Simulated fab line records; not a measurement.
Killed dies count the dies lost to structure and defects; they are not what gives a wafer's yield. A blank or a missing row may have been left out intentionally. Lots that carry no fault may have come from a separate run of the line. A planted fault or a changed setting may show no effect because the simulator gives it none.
Chamber matching    flow n5 finfet    N5_MOL_CONTACT_COAG_ALD_133 on ald sin-02 has 4 sister chambers
The step deposits SiO2, target thk 5 nm, pulse time 1 s, co reactant pulse time 1 s. 8 wafers are shown with their chamber, then 10 later ones without.

## WAFERS PAIRED WITH THEIR CHAMBERS
wafer   chamber  heater power w (W)  precursor pulse height rel
L078.6  1        66                  1.011
L079.1  1        65                  0.990
L081.6  2        69                  0.994
L083.3  2        68                  1.011
L083.4  0        91                  0.978
L083.5  3        70                  1.013
L086.2  3        69                  0.976
L086.3  0        90                  1.012

## WAFERS WITHOUT THEIR CHAMBER
wafer   heater power w (W)  precursor pulse height rel
L086.4  66                  1.028
L087.4  68                  1.014
L087.5  69                  1.019
L087.6  64                  0.983
L088.2  65                  0.973
L088.4  70                  0.980
L088.6  69                  1.013
L097.3  65                  0.982
L097.4  65                  1.018
L097.6  89                  1.017

## WHICH CHAMBER EACH ONE RAN IN
wafer    from the rows above       in truth
L086.4   1                         1
L087.4   can't be placed: 2 or 3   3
L087.5   can't be placed: 2 or 3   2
L087.6   1                         1
L088.2   1                         1
L088.4   can't be placed: 3 or 2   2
L088.6   can't be placed: 2 or 3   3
L097.3   1                         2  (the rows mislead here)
L097.4   1                         1
L097.6   0                         0
Correct placement for 5 of the 10. Can't be placed from these rows: 4 (the true chamber is among the candidates in 4). Number placed wrongly: 1.
How it was worked out, from the rows above alone: a wafer's distance from a chamber is the root of the sum, over the readings, of the square of ((its reading less the chamber's mean) divided by the reading's scatter). The wafer belongs to the nearest chamber; if the next one is less than 2 further off, it can't be placed. Each chamber's mean is taken over the wafers shown for it. The scatter: the root of (the sum of the squares of (reading less its chamber's mean) over the shown wafers, divided by (wafers less chambers)).
